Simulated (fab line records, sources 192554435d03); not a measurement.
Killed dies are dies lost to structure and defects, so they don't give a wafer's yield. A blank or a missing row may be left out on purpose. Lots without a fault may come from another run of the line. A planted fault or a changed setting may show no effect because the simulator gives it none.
fab line records | flow n5_finfet | part 1 of 2: steps 1 to 17 of 29
record lots=5 wafers=15 last_day=17
route steps=1938 shown BEOL_M8@1366
lots that met no fault: from a run of the same line without faults
start_h: hours from the record's first day to the start of the lot's first wafer shown | wait_h: hours since the lot's step before | " the same as in the row above | L1.1+2: a row that stands for several wafers | - no value, or no start given | * or withheld: withheld | < > ~ a bound
route shown NAME@n: a module of which the file shows steps, and the number in the route of the first | usual: mean/standard deviation of fault-free wafers | same: alike in all rows | chamber/n: place in a boat | sites: the reading at each site | _std_site: their standard deviation | _edge_site: outer sites' mean less inner sites' | radius_mm: how far each site lies from the wafer's centre | mask NAME#n: copy n | behind: the tool/chamber that last shaped the wafer | hold: why the lot was held/for how many hours/how that ended | device: the transistor (n, p or np) that didn't switch | end of line: the same wafers' tests at the end of the route | a step without rows: its recipe alone | killed: dies lost to structure and defects at the first sort, not the wafer's yield | map: a wafer's dies, x killed, . not, _ none there
set.NAME: the setting as run; set.NAME@STEP: as run at that earlier step | model.NAME: the simulator's own value behind a step, which no gauge read
lots at some steps of the route; a table a step, a row a wafer
services: from which hour (start_h, from the record's first day; less than 0 if before it) a tool's chamber was out of use, for how many hours, and why
## steps
# step N5_BEOL_M8_OVL_MEAS_29
# recipe points_per_wafer=522
# usual V7_OVL=-0.9/0.63
# columns lot.wafer tool chamber start_h wait_h V7_OVL[nm]
L090.2 overlay-02 0 301.88 0.0 -1.0
L090.4 " 0 " " -1.3
L090.5 " 0 " " -2.2
L088.2 overlay-02 0 310.27 0.0 -1.8
L088.3 " 0 " " -1.5
L088.6 " 0 " " -1.2
L093.2 overlay-01 0 321.36 0.0 -1.3
L093.5 " 0 " " -2.0
L093.6 " 0 " " -0.3
L096.1 overlay-01 0 343.20 0.0 -0.2
L096.2 " 0 " " -0.9
L096.4 " 0 " " -1.2
L095.1 overlay-01 0 348.56 0.0 -0.5
L095.3 " 0 " " -0.6
L095.4 " 0 " " -0.8
# step N5_BEOL_M8_INSPECT_30
# recipe mode=adi inspect_instrument=brightfield
# usual raw_defect_count=428/110
# columns lot.wafer tool chamber start_h wait_h raw_defect_count
L090.2 defect_inspect-02 - 301.93 0.0 537
L090.4 " - " " 449
L090.5 " - " " 662
L088.2 defect_inspect-02 - 310.32 0.0 396
L088.3 " - " " 336
L088.6 " - " " 276
L093.2 defect_inspect-01 - 321.41 0.0 537
L093.5 " - " " 504
L093.6 " - " " 372
L096.1 defect_inspect-02 - 343.26 0.1 498
L096.2 " - " " 534
L096.4 " - " " 383
L095.1 defect_inspect-02 - 348.62 0.1 435
L095.3 " - " " 350
L095.4 " - " " 440
# step N5_BEOL_M8_DESCUM_33
# recipe chemistry=O2 time_s=7 source_power_w=50 bias_power_w=20 pressure_mtorr=20 rf_frequency_hz=2.712e+07 temp_c=40 resist=CAR-EUV o2_flow_sccm=225
# usual drypump_motor_current_A=5.8/0.41 oes_product_au=0.78/0.086 rf_vpp_V=243.1/1.4 showerhead_plenum_p_Torr=2.10/0.075 throttle_valve_pct=20.6/0.31
# same time_s=7
# columns lot.wafer tool chamber start_h wait_h drypump_motor_current_A oes_product_au rf_hours_counter_h rf_vpp_V showerhead_plenum_p_Torr throttle_valve_pct
L090.2 rie_diel-01 1 301.97 0.0 6.6 0.85 39 245.1 2.15 20.0
L090.4 " 0 " " 6.3 0.90 34 243.1 2.23 20.7
L090.5 " 2 " " 5.7 0.72 - 244.7 2.18 21.2
L088.2 rie_diel-05 0 310.42 0.1 6.4 0.72 210 240.4 2.00 20.6
L088.3 " 3 " " 5.6 0.92 19 244.4 2.13 20.0
L088.6 " 0 " " 6.4 0.72 - 242.6 2.00 20.6
L093.2 rie_diel-02 0 321.70 0.3 5.3 0.70 247 242.3 2.06 20.9
L093.5 " 3 " " 5.9 0.85 - 241.9 2.05 20.5
L093.6 " 0 " " 5.2 0.70 - 243.3 2.06 20.9
L096.1 rie_diel-02 2 343.29 0.0 5.8 0.76 155 243.1 2.10 20.6
L096.2 " 1 " " 5.9 0.70 211 242.1 1.98 20.5
L096.4 " 1 " " 5.8 0.69 - 240.9 1.98 20.4
L095.1 rie_diel-05 1 348.65 0.0 4.8 0.95 8 245.0 2.15 20.5
L095.3 " 0 " " 6.4 0.71 225 242.1 1.99 20.6
L095.4 " 3 " " 5.6 0.87 - 243.8 2.13 20.0
# step N5_BEOL_M8_ETCH_72
# recipe chemistry=N2/H2 target=underlayer target_depth_a=65 mask_material=CAR-EUV time_s=5.2 ion_energy_ev=200 pressure_mtorr=30 source_w=840 bias_w=150 n2_flow_sccm=200 h2_flow_sccm=200 ends=cleared
# usual drypump_motor_current_A=5.8/0.41 etch_rf_on_time_s=5.24/0.15 oes_product_au=0.66/0.079 rf_vpp_V=523.7/2.6 showerhead_plenum_p_Torr=2.55/0.079 throttle_valve_pct=18.02/0.29
# columns lot.wafer tool chamber start_h wait_h drypump_motor_current_A etch_rf_on_time_s oes_product_au rf_hours_counter_h rf_vpp_V showerhead_plenum_p_Torr throttle_valve_pct
L090.2 rie_diel-01 1 302.00 0.0 6.5 5.12 0.73 39 525.6 2.62 17.46
L090.4 " 0 " " 6.2 5.05 0.78 34 528.6 2.71 17.95
L090.5 " 2 " " 5.7 5.18 0.61 - 527.0 2.62 18.37
L088.2 rie_diel-05 0 310.46 0.0 6.4 5.42 0.60 210 521.2 2.43 18.04
L088.3 " 3 " " 5.6 5.31 0.77 19 527.5 2.60 17.45
L088.6 " 0 " " 6.4 5.47 0.60 - 520.5 2.43 18.02
L093.2 rie_diel-02 0 321.74 0.0 5.3 5.17 0.59 247 520.0 2.52 18.51
L093.5 " 3 " " 5.9 5.08 0.73 - 521.2 2.49 18.03
L093.6 " 0 " " 5.3 5.19 0.59 - 523.0 2.51 18.48
L096.1 rie_diel-02 2 343.33 0.0 5.7 5.52 0.62 155 523.5 2.56 18.05
L096.2 " 1 " " 5.9 5.39 0.57 211 520.2 2.44 18.21
L096.4 " 1 " " 5.8 5.43 0.57 - 520.2 2.44 18.21
L095.1 rie_diel-05 1 348.69 0.0 4.8 5.15 0.81 8 526.3 2.60 17.91
L095.3 " 0 " " 6.4 5.54 0.58 225 518.8 2.43 18.06
L095.4 " 3 " " 5.7 5.30 0.74 - 523.4 2.59 17.46
# step N5_BEOL_M8_ETCH_65
# recipe chemistry=CF4 target=SiARC target_depth_a=156 mask_material=CAR-EUV time_s=26 ion_energy_ev=80 pressure_mtorr=40 source_w=545 bias_w=36 Ar_flow_sccm=100 cf4_flow_sccm=100 ends=cleared
# usual cf4_flow_sccm=99.96/0.26 drypump_motor_current_A=5.8/0.41 etch_rf_on_time_s=26.2/0.82 oes_product_au=0.67/0.079 rf_vpp_V=184.0/1.1 showerhead_plenum_p_Torr=2.14/0.068 throttle_valve_pct=15.70/0.28
# columns lot.wafer tool chamber start_h wait_h cf4_flow_sccm drypump_motor_current_A etch_rf_on_time_s oes_product_au rf_hours_counter_h rf_vpp_V showerhead_plenum_p_Torr throttle_valve_pct
L090.2 rie_diel-01 1 302.02 0.0 100.35 6.6 25.7 0.73 39 184.5 2.17 15.04
L090.4 " 0 " " 100.05 6.3 25.1 0.79 34 185.2 2.27 15.70
L090.5 " 2 " " 100.00 5.7 26.3 0.61 - 185.2 2.19 16.04
L088.2 rie_diel-05 0 310.47 0.0 100.47 6.4 26.9 0.61 211 183.9 2.07 15.92
L088.3 " 3 " " 99.85 5.6 26.6 0.77 19 184.2 2.19 15.27
L088.6 " 0 " " 100.25 6.4 26.9 0.60 - 184.5 2.07 15.91
L093.2 rie_diel-02 0 321.75 0.0 100.07 5.3 26.2 0.59 247 184.0 2.12 16.08
L093.5 " 3 " " 99.56 5.9 25.7 0.72 - 183.2 2.09 15.67
L093.6 " 0 " " 100.04 5.3 26.3 0.59 - 184.2 2.12 16.09
L096.1 rie_diel-02 2 343.34 0.0 100.11 5.7 27.2 0.63 155 184.3 2.15 15.84
L096.2 " 1 " " 99.69 5.8 27.1 0.58 211 182.6 2.02 15.64
L096.4 " 1 " " 100.04 5.9 27.2 0.57 - 184.0 2.02 15.63
L095.1 rie_diel-05 1 348.70 0.0 99.95 4.7 25.9 0.80 8 184.8 2.18 15.55
L095.3 " 0 " " 99.88 6.4 27.3 0.60 225 182.8 2.07 15.95
L095.4 " 3 " " 100.31 5.6 26.7 0.74 - 184.4 2.19 15.31
# step N5_BEOL_M8_ETCH_66
# recipe chemistry=N2/H2 target=SOC target_depth_a=800 overetch_a=160 mask_material=SiARC temp_c=40 time_s=120 ion_energy_ev=200 pressure_mtorr=30 source_w=840 bias_w=150 n2_flow_sccm=200 h2_flow_sccm=200
# usual drypump_motor_current_A=5.8/0.41 oes_product_au=0.60/0.065 rf_vpp_V=523.7/2.5 showerhead_plenum_p_Torr=2.55/0.079 throttle_valve_pct=17.98/0.29
# same time_s=120
# columns lot.wafer tool chamber start_h wait_h drypump_motor_current_A oes_product_au rf_hours_counter_h rf_vpp_V showerhead_plenum_p_Torr throttle_valve_pct
L090.2 rie_diel-01 1 302.05 0.0 6.6 0.65 39 526.0 2.62 17.43
L090.4 " 0 " " 6.3 0.68 34 528.2 2.71 17.92
L090.5 " 2 " " 5.7 0.55 - 526.1 2.62 18.32
L088.2 rie_diel-05 0 310.50 0.0 6.4 0.55 211 522.1 2.43 18.02
L088.3 " 3 " " 5.6 0.70 19 525.7 2.60 17.39
L088.6 " 0 " " 6.4 0.56 - 520.5 2.43 17.99
L093.2 rie_diel-02 0 321.78 0.0 5.3 0.53 247 524.5 2.51 18.43
L093.5 " 3 " " 5.9 0.64 - 521.3 2.49 18.01
L093.6 " 0 " " 5.3 0.53 - 523.0 2.52 18.45
L096.1 rie_diel-02 2 343.37 0.0 5.7 0.57 155 524.3 2.56 18.00
L096.2 " 1 " " 5.9 0.53 211 521.1 2.44 18.19
L096.4 " 1 " " 5.8 0.53 - 519.4 2.44 18.18
L095.1 rie_diel-05 1 348.73 0.0 4.7 0.72 8 525.3 2.60 17.86
L095.3 " 0 " " 6.3 0.54 225 520.7 2.43 18.04
L095.4 " 3 " " 5.6 0.68 - 523.1 2.59 17.42
# step N5_BEOL_M8_STRIP_69
# recipe chemistry=N2/H2 temp_c=40 n2_flow_sccm=200 h2_flow_sccm=200 rf_frequency_hz=6e+07
# columns lot.wafer tool chamber start_h wait_h
L090.2+4+5 rie_diel-01 1,0,2 302.13 0.0
L088.2+3+6 rie_diel-05 0,3,0 310.58 0.0
L093.2+5+6 rie_diel-02 0,3,0 321.86 0.0
L096.1+2+4 rie_diel-02 2,1,1 343.45 0.0
L095.1+3+4 rie_diel-05 1,0,3 348.81 0.0
# step N5_BEOL_M8_STRIP_73
# recipe chemistry=N2/H2 temp_c=40 n2_flow_sccm=200 h2_flow_sccm=200 rf_frequency_hz=6e+07
# columns lot.wafer tool chamber start_h wait_h
L090.2+4+5 rie_diel-01 1,0,2 302.14 0.0
L088.2+3+6 rie_diel-05 0,3,0 310.59 0.0
L093.2+5+6 rie_diel-02 0,3,0 321.87 0.0
L096.1+2+4 rie_diel-02 2,1,1 343.46 0.0
L095.1+3+4 rie_diel-05 1,0,3 348.82 0.0
# step N5_BEOL_M8_VIA_ETCH_34
# recipe chemistry=C4F6/O2 target=SiCOH_lowk target_depth_a=1255 mask_material=SOC taper_deg=4 time_s=50.5 ion_energy_ev=250 pressure_mtorr=30 source_w=345 bias_w=185 Ar_flow_sccm=300 C4F6_flow_sccm=10 O2_flow_sccm=10
# usual drypump_motor_current_A=5.8/0.41 oes_product_au=0.78/0.091 rf_vpp_V=666/20 showerhead_plenum_p_Torr=2.84/0.095 throttle_valve_pct=20.98/0.27
# same time_s=50.5
# columns lot.wafer tool chamber start_h wait_h drypump_motor_current_A oes_product_au rf_hours_counter_h rf_vpp_V showerhead_plenum_p_Torr throttle_valve_pct
L090.2 rie_diel-01 1 302.15 0.0 6.6 0.86 39 666 2.90 20.39
L090.4 " 0 " " 6.2 0.93 34 633 3.04 21.20
L090.5 " 2 " " 5.7 0.72 - 684 2.91 21.28
L088.2 rie_diel-05 0 310.60 0.0 6.3 0.71 211 646 2.74 21.10
L088.3 " 3 " " 5.6 0.91 19 680 2.91 20.55
L088.6 " 0 " " 6.4 0.70 - 646 2.74 21.10
L093.2 rie_diel-02 0 321.88 0.0 5.3 0.68 248 631 2.80 21.29
L093.5 " 3 " " 5.9 0.85 - 655 2.77 20.92
L093.6 " 0 " " 5.3 0.69 - 629 2.80 21.32
L096.1 rie_diel-02 2 343.47 0.0 5.8 0.74 156 690 2.86 21.14
L096.2 " 1 " " 5.9 0.68 211 684 2.69 20.86
L096.4 " 1 " " 5.9 0.68 - 685 2.69 20.87
L095.1 rie_diel-05 1 348.83 0.0 4.8 0.95 8 679 2.93 21.05
L095.3 " 0 " " 6.4 0.70 225 645 2.73 21.13
L095.4 " 3 " " 5.6 0.87 - 677 2.90 20.57
# step N5_BEOL_M8_STRIP_76
# recipe chemistry=C4F6/O2 resist=SiARC rf_frequency_hz=6e+07
# columns lot.wafer tool chamber start_h wait_h
L090.2+4+5 rie_diel-01 1,0,2 302.19 0.0
L088.2+3+6 rie_diel-05 0,3,0 310.64 0.0
L093.2+5+6 rie_diel-02 0,3,0 321.92 0.0
L096.1+2+4 rie_diel-02 2,1,1 343.51 0.0
L095.1+3+4 rie_diel-05 1,0,3 348.87 0.0
# step N5_BEOL_M8_STRIP_36
# recipe chemistry=N2/H2 power_w=450 temp_c=40 pressure_mtorr=20 rf_frequency_hz=6e+07 overash_fraction=0.3 bias_power_w=7 h2_frac=0.5 n2_flow_sccm=200 h2_flow_sccm=200
# usual drypump_motor_current_A=5.8/0.41 oes_product_au=0.78/0.087 rf_vpp_V=59.1/1.5 showerhead_plenum_p_Torr=2.55/0.079 throttle_valve_pct=23.8/0.39
# columns lot.wafer tool chamber start_h wait_h drypump_motor_current_A oes_product_au rf_hours_counter_h rf_vpp_V showerhead_plenum_p_Torr throttle_valve_pct
L090.2 rie_diel-01 1 302.20 0.0 6.5 0.85 39 56.3 2.61 23.2
L090.4 " 0 " " 6.2 0.89 34 57.0 2.70 23.8
L090.5 " 2 " " 5.7 0.72 - 58.9 2.62 24.2
L088.2 rie_diel-05 0 310.65 0.0 6.4 0.73 211 61.0 2.43 23.7
L088.3 " 3 " " 5.6 0.91 19 60.1 2.59 23.2
L088.6 " 0 " " 6.4 0.72 - 60.6 2.43 23.7
L093.2 rie_diel-02 0 321.93 0.0 5.3 0.69 248 60.1 2.51 24.5
L093.5 " 3 " " 5.9 0.84 - 63.8 2.48 23.9
L093.6 " 0 " " 5.3 0.69 - 56.9 2.51 24.5
L096.1 rie_diel-02 2 343.52 0.0 5.7 0.75 156 61.5 2.55 23.7
L096.2 " 1 " " 5.9 0.69 211 60.1 2.44 24.2
L096.4 " 1 " " 5.9 0.70 - 62.1 2.44 24.2
L095.1 rie_diel-05 1 348.88 0.0 4.8 0.95 8 58.3 2.59 23.8
L095.3 " 0 " " 6.4 0.70 225 58.2 2.42 23.8
L095.4 " 3 " " 5.6 0.87 - 58.7 2.59 23.2
# step N5_BEOL_M8_TRENCH_ETCH_37
# recipe chemistry=C4F6/O2 target_depth_a=934.78 target=SiCOH_lowk time_s=31.2 ion_energy_ev=250 pressure_mtorr=30 source_w=345 bias_w=185 Ar_flow_sccm=300 C4F6_flow_sccm=10 O2_flow_sccm=10
# usual drypump_motor_current_A=5.8/0.41 oes_product_au=0.78/0.092 rf_vpp_V=666/20 showerhead_plenum_p_Torr=2.84/0.095 throttle_valve_pct=21.01/0.27
# same time_s=31.2
# columns lot.wafer tool chamber start_h wait_h drypump_motor_current_A oes_product_au rf_hours_counter_h rf_vpp_V showerhead_plenum_p_Torr throttle_valve_pct
L090.2 rie_diel-01 1 - - 6.5 0.87 39 665 2.90 20.42
L090.4 " 0 " " 6.3 0.91 34 632 3.04 21.23
L090.5 " 2 " " 5.7 0.72 - 685 2.91 21.32
L088.2 rie_diel-05 0 - - 6.4 0.70 211 645 2.74 21.14
L088.3 " 3 " " 5.7 0.90 19 677 2.91 20.56
L088.6 " 0 " " 6.4 0.70 - 643 2.74 21.14
L093.2 rie_diel-02 0 - - 5.3 0.68 248 629 2.80 21.33
L093.5 " 3 " " 5.9 0.85 - 656 2.77 20.95
L093.6 " 0 " " 5.3 0.68 - 631 2.80 21.33
L096.1 rie_diel-02 2 - - 5.8 0.74 156 689 2.86 21.15
L096.2 " 1 " " 5.8 0.69 211 685 2.69 20.89
L096.4 " 1 " " 5.8 0.69 - 685 2.69 20.89
L095.1 rie_diel-05 1 - - 4.8 0.96 8 677 2.93 21.06
L095.3 " 0 " " 6.4 0.70 225 645 2.73 21.16
L095.4 " 3 " " 5.6 0.86 - 676 2.90 20.62
# step N5_BEOL_M8_ETCH_41
# recipe chemistry=CH3F/O2 target=SiCN target_depth_a=319 taper_deg=2 time_s=57.8 ion_energy_ev=120 mask_material=TiN pressure_mtorr=30 source_w=395 bias_w=75 Ar_flow_sccm=150 CH3F_flow_sccm=30 O2_flow_sccm=20
# usual drypump_motor_current_A=5.8/0.41 oes_product_au=0.78/0.091 rf_vpp_V=297.4/1.5 showerhead_plenum_p_Torr=2.00/0.069 throttle_valve_pct=16.41/0.27
# same time_s=57.8
# columns lot.wafer tool chamber start_h wait_h drypump_motor_current_A oes_product_au rf_hours_counter_h rf_vpp_V showerhead_plenum_p_Torr throttle_valve_pct
L090.2 rie_diel-01 1 - - 6.5 0.86 39 298.8 2.04 15.81
L090.4 " 0 " " 6.3 0.91 34 300.1 2.14 16.49
L090.5 " 2 " " 5.7 0.72 - 297.2 2.05 16.75
L088.2 rie_diel-05 0 - - 6.4 0.71 211 295.3 1.92 16.54
L088.3 " 3 " " 5.6 0.90 19 299.1 2.04 15.93
L088.6 " 0 " " 6.4 0.71 - 296.7 1.92 16.54
L093.2 rie_diel-02 0 - - 5.3 0.68 248 296.9 1.97 16.76
L093.5 " 3 " " 5.9 0.85 - 295.5 1.94 16.30
L093.6 " 0 " " 5.3 0.69 - 296.7 1.97 16.74
L096.1 rie_diel-02 2 - - 5.7 0.74 156 298.3 2.01 16.53
L096.2 " 1 " " 5.9 0.69 211 295.4 1.89 16.39
L096.4 " 1 " " 5.8 0.69 - 296.4 1.89 16.38
L095.1 rie_diel-05 1 - - 4.7 0.95 9 298.0 2.06 16.37
L095.3 " 0 " " 6.4 0.70 225 294.2 1.91 16.58
L095.4 " 3 " " 5.6 0.87 - 296.9 2.04 15.96
# step N5_BEOL_M8_STRIP_80
# recipe chemistry=N2/H2 time_s=10 power_w=450 temp_c=40 pressure_mtorr=20 rf_frequency_hz=6e+07 bias_power_w=7 n2_flow_sccm=200 h2_flow_sccm=200
# usual drypump_motor_current_A=5.8/0.4 oes_product_au=0.78/0.086 rf_vpp_V=59.2/0.91 showerhead_plenum_p_Torr=2.55/0.079 throttle_valve_pct=23.8/0.39
# same time_s=10
# columns lot.wafer tool chamber start_h wait_h drypump_motor_current_A oes_product_au rf_hours_counter_h rf_vpp_V showerhead_plenum_p_Torr throttle_valve_pct
L090.2 rie_diel-01 1 - - 6.6 0.85 39 58.7 2.61 23.2
L090.4 " 0 " " 6.3 0.90 34 59.7 2.70 23.8
L090.5 " 2 " " 5.7 0.72 - 60.4 2.62 24.2
L088.2 rie_diel-05 0 - - 6.4 0.71 211 58.6 2.43 23.7
L088.3 " 3 " " 5.6 0.91 19 59.2 2.59 23.2
L088.6 " 0 " " 6.4 0.71 - 58.5 2.43 23.7
L093.2 rie_diel-02 0 - - 5.3 0.70 248 59.9 2.51 24.5
L093.5 " 3 " " 5.9 0.85 - 58.4 2.48 23.9
L093.6 " 0 " " 5.3 0.69 - 58.0 2.51 24.5
L096.1 rie_diel-02 2 - - 5.8 0.76 156 58.6 2.55 23.7
L096.2 " 1 " " 5.9 0.70 211 59.4 2.44 24.2
L096.4 " 1 " " 5.9 0.69 - 58.2 2.44 24.2
L095.1 rie_diel-05 1 - - 4.8 0.95 9 59.2 2.59 23.8
L095.3 " 0 " " 6.3 0.71 225 58.9 2.42 23.8
L095.4 " 3 " " 5.7 0.87 - 59.2 2.59 23.2
# step N5_BEOL_M8_OCD_MEAS_38
# usual trench_depth_nm=92.8/2
# columns lot.wafer tool chamber start_h wait_h trench_depth_nm
L090.2 ocd-02 - 302.40 - 96.4
L090.4 " - " " 95.7
L090.5 " - " " 92.6
L088.2 ocd-01 - 310.85 - 88.4
L088.3 " - " " 90.5
L088.6 " - " " 89.4
L093.2 ocd-02 - 322.13 - 92.3
L093.5 " - " " 93.4
L093.6 " - " " 91.8
L096.1 ocd-02 - 343.72 - 90.6
L096.2 " - " " 91.8
L096.4 " - " " 91.8
L095.1 ocd-01 - 349.08 - 95.9
L095.3 " - " " 89.5
L095.4 " - " " 91.4
# step N5_BEOL_M8_HM_STRIP_39
# recipe chemistry=peroxide_tin_strip material=TiN target_depth_a=250 temp_c=50 time_s=158
# same time_s=158
# columns lot.wafer tool chamber start_h wait_h
L090.2+4+5 wet_bench-04 5,0,7 302.43 0.0
L088.2+3+6 wet_bench-03 4,5,6 310.88 0.0
L093.2+5+6 wet_bench-04 0,4,2 322.16 0.0
L096.1+2+4 wet_bench-04 7,1,4 343.75 0.0
L095.1+3+4 wet_bench-04 7,6,3 349.11 0.0
# step N5_BEOL_M8_SRD_40
# recipe time_s=30 temp_c=23 rinse_liquid=diw dry=ipa_marangoni
# same time_s=30
# columns lot.wafer tool chamber start_h wait_h
L090.2+4+5 wet_bench-04 5,0,7 302.48 0.0
L088.2+3+6 wet_bench-03 4,5,6 310.93 0.0
L093.2+5+6 wet_bench-04 0,4,2 322.21 0.0
L096.1+2+4 wet_bench-04 7,1,4 343.80 0.0
L095.1+3+4 wet_bench-04 7,6,3 349.16 0.0
